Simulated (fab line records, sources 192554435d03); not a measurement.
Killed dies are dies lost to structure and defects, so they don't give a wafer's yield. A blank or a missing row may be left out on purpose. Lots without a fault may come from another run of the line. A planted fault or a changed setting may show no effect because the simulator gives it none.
Which tool did it? | flow n5_finfet | 7 lots, 21 wafers sampled, at 2 steps of a route of 1938

WHAT THE GAUGES READ, wafer by wafer
N5_HKMG_FIN_CD_MEAS_12: target cd 92.8 nm.
lot  | measured    | on        | cd_nm (nm)
L850 | day 4 11:01 | cd_sem-02 | 92.8 92.6 92.9
L852 | day 5 00:52 | cd_sem-01 | 92.1 92.7 92.3
L856 | day 5 22:52 | cd_sem-03 | 92.6 91.9 92.1
L862 | day 7 09:19 | cd_sem-01 | 63.7 65.8 62.6
L866 | day 8 09:52 | cd_sem-02 | 92.7 92.7 92.6
L868 | day 8 21:41 | cd_sem-02 | 93.1 93.1 92.9
L871 | day 9 22:10 | cd_sem-03 | 94.1 93.4 93.8

WHICH TOOL RAN EACH LOT (tool, then ch and the chambers of the sampled wafers, then the start)
lot  | N5_HKMG_FIN_EXPOSE_09
L850 | arfi_scanner-02 ch 0, day 4 10:53
L852 | arfi_scanner-02 ch 0, day 5 00:44
L856 | arfi_scanner-01 ch 0, day 5 22:45
L862 | arfi_scanner-03 ch 0, day 7 09:11
L866 | arfi_scanner-02 ch 0, day 8 09:44
L868 | arfi_scanner-02 ch 0, day 8 21:35
L871 | arfi_scanner-01 ch 0, day 9 22:03
- N5_HKMG_FIN_EXPOSE_09: exposes mask NWFM.

THE ANSWER, worked out from the rows above alone
Rule: what is usual is taken from the lots themselves. Put in order of their means at a reading, lots are off if they are a third of the lots or fewer, leave a main group of 4 or more, and stand apart from it by a gap of 3 or more times the standard deviation of the main group's means; of several such gaps the widest counts. A main group whose means are all the same, to the digits that the tables above print for the reading, isn't used. A lot without any number at a reading at which 4 lots or more have one is off too. The other lots that the step has rows for count as sound.
Off: L862, at N5_HKMG_FIN_CD_MEAS_12 (cd_nm). The main group: mean 92.8 nm, standard deviation 0.51.
A tool fits if, at a process step before that reading, it ran every lot that is off, and no sound lot after the first of them. The gauges at N5_HKMG_FIN_CD_MEAS_12 are tried like those tools. Can't be told from this: 2 tools fit, arfi_scanner-03 at N5_HKMG_FIN_EXPOSE_09, cd_sem-01 at N5_HKMG_FIN_CD_MEAS_12.

WHAT THE SIMULATOR HAD PUT IN
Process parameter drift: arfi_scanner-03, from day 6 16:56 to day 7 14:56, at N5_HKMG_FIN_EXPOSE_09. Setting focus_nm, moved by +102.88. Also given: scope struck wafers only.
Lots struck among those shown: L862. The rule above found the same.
